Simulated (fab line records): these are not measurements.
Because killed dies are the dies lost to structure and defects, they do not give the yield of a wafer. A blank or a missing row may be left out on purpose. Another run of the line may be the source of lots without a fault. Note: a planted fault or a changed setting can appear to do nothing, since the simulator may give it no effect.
Matching of chambers | flow n5_finfet | N5_HKMG_FIN_ALD_21 on ald_metal-01: 4 sister chambers
The step deposits TiN, target thk 1.5 nm, pulse time 1 s, purge time 3 s. 4 wafers are shown with their chamber, then 10 later ones without.

## WAFERS, EACH WITH ITS CHAMBER
wafer  | chamber | heater_power_w (W)
L078.6 | 2       | 880
L083.5 | 0       | 927
L084.4 | 3       | 855
L084.5 | 1       | 860

## WAFERS WITH NO CHAMBER GIVEN
wafer  | heater_power_w (W)
L084.6 | 939
L090.1 | 846
L090.2 | 826
L090.3 | 851
L090.4 | 911
L090.5 | 867
L090.6 | 848
L095.1 | 850
L095.4 | 919
L095.5 | 873

## WHICH CHAMBER EACH ONE RAN IN
wafer  | from the rows above          | in truth
L084.6 | 0                            | 0
L090.1 | can't be placed: 3 or 1 or 2 | 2
L090.2 | can't be placed: 3 or 1 or 2 | 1
L090.3 | can't be placed: 3 or 1 or 2 | 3
L090.4 | can't be placed: 0 or 2      | 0
L090.5 | can't be placed: 1 or 3 or 2 | 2
L090.6 | can't be placed: 3 or 1 or 2 | 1
L095.1 | can't be placed: 3 or 1 or 2 | 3
L095.4 | 0                            | 0
L095.5 | can't be placed: 2 or 1 or 3 | 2
Correctly placed: 2 of 10. Cannot be placed on the basis of these rows: 8; the candidates contain the true chamber in 8. Wrongly placed: 0.
How it was worked out, from the rows above alone: a wafer's distance from a chamber is the root of the sum, over the readings, of the square of ((its reading less the chamber's mean) divided by the reading's scatter). If the next closest chamber is less than 2 further off than the closest, the wafer can't be placed; otherwise it belongs to the closest. For every chamber, the mean is computed from those of its wafers that are shown. The scatter: with one shown wafer a chamber, the root of the mean of the squares of how far each hidden wafer lies from its nearest shown one.
